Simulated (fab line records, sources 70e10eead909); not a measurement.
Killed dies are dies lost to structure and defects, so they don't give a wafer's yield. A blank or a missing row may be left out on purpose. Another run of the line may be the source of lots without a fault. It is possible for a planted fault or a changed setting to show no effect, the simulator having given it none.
Struck lot and sound lot, side by side :: flow nand_harc :: 15 out of 1159 route steps
Sound: these wafers, L739.3, L739.4, L739.6. The struck wafers were L750.2, L750.4, L750.6. Last of all comes the cause.
For every step that has rows: the tool of each side, followed by ch and its chambers, followed by its first start. Under that, the readings that differ: sound wafers :: struck wafers :: difference of the means :: sigmas: that difference in standard deviations of wafers without a fault.
alike: same words and numbers on both sides, and readings whose means sit less than 2 such deviations apart. not compared: any withheld reading, any reading some wafer has no value for, any bound like >300 that may hide the same value, and any number with overlapping values for which the record gives no deviation.
A row with sigmas, a row that says differs or no value, or rows on one side alone: a step with any of these is where the two part. Numbers that don't overlap but have no deviation are shown without sigmas and don't part them. A reading missing from all wafers of one side parts the sides only when that side holds two or more wafers.

first, 9 steps without rows for these wafers: NHARC_A_ZERO_WELL_DEHYDRATE_02 (time 120 s); NHARC_A_ZERO_WELL_HMDS_03 (time 30 s); NHARC_A_ZERO_WELL_COAT_18 (time 65 s); NHARC_A_ZERO_WELL_COAT_04 (resist thk 600 nm); NHARC_A_ZERO_WELL_SOFTBAKE_05 (time 70 s); NHARC_A_ZERO_WELL_EBR_06; NHARC_A_ZERO_WELL_EXPOSE_07 (exposes mask A ZERO); NHARC_A_ZERO_WELL_PEB_08 (peb time 80 s); NHARC_A_ZERO_WELL_DEVELOP_09 (time 50 s).
NHARC_A_ZERO_WELL_CD_MEAS_10: target cd 2000 nm.
  sound on cd_sem-02 ch 0, day 8 10:32; struck on cd_sem-02 ch 0, day 11 04:04
  alike: cd_nm
then, 1 step without rows for these wafers: NHARC_A_ZERO_WELL_HARDBAKE_11 (time 65 s).
NHARC_A_ZERO_WELL_DESCUM_12: chemistry O2, time 3 s.
  sound on rie_diel-02 ch 0,1,2, day 8 10:42; struck on rie_diel-13 ch 0,1,2, day 11 04:13
reading: throttle_valve_pct (%)
sound: 11.339 11.315 11.324
struck: 11.311 11.290 11.317
difference: -0.020
sigmas: -2
  alike: chamber_pressure_mTorr, drypump_motor_current_A, oes_product_au, rf_vpp_V, showerhead_plenum_p_Torr
  not compared: rf_hours_counter_h
NHARC_A_ZERO_WELL_ETCH_19: etches the open film in N2/H2, target depth 80 nm, overetch 24 nm, time 87.88 s.
  sound on rie_diel-02 ch 1,3, day 8 10:47; struck on rie_diel-13 ch 0,1,2, day 11 04:19
  no value came back on the struck wafers for any of 8 readings (bias_w (W), chamber_pressure_mTorr (mTorr) and others); on the sound wafers bias_w (W) reads 150.4 150.3 150.0
  not compared: rf_hours_counter_h
NHARC_A_ZERO_WELL_ETCH_13: etches the open film in HBr/Cl2, target depth 120 nm, time 40.1 s.
  sound on rie_si-04 ch 1,3, day 8 10:53; struck on rie_si-04 ch 0,1,3, day 11 04:26
  alike: bias_w, chamber_pressure_mTorr, drypump_motor_current_A, oes_product_au, throttle_valve_pct
  not compared: rf_hours_counter_h
-- break in the record here, with 13 days between the starts of the struck wafers on either side (left off in module A_ZERO_WELL, picked up again in module END, where the first step shown is number 1159 on the route) --
NHARC_END_SORT_01:
  here the record holds rows for the struck wafers (prober-01 ch 0, day 23 23:04) but none for the sound ones

## WHERE THEY PART
Earliest at NHARC_A_ZERO_WELL_DESCUM_12; latest, in this record, at NHARC_END_SORT_01.

WHY: what had been put in by the simulator
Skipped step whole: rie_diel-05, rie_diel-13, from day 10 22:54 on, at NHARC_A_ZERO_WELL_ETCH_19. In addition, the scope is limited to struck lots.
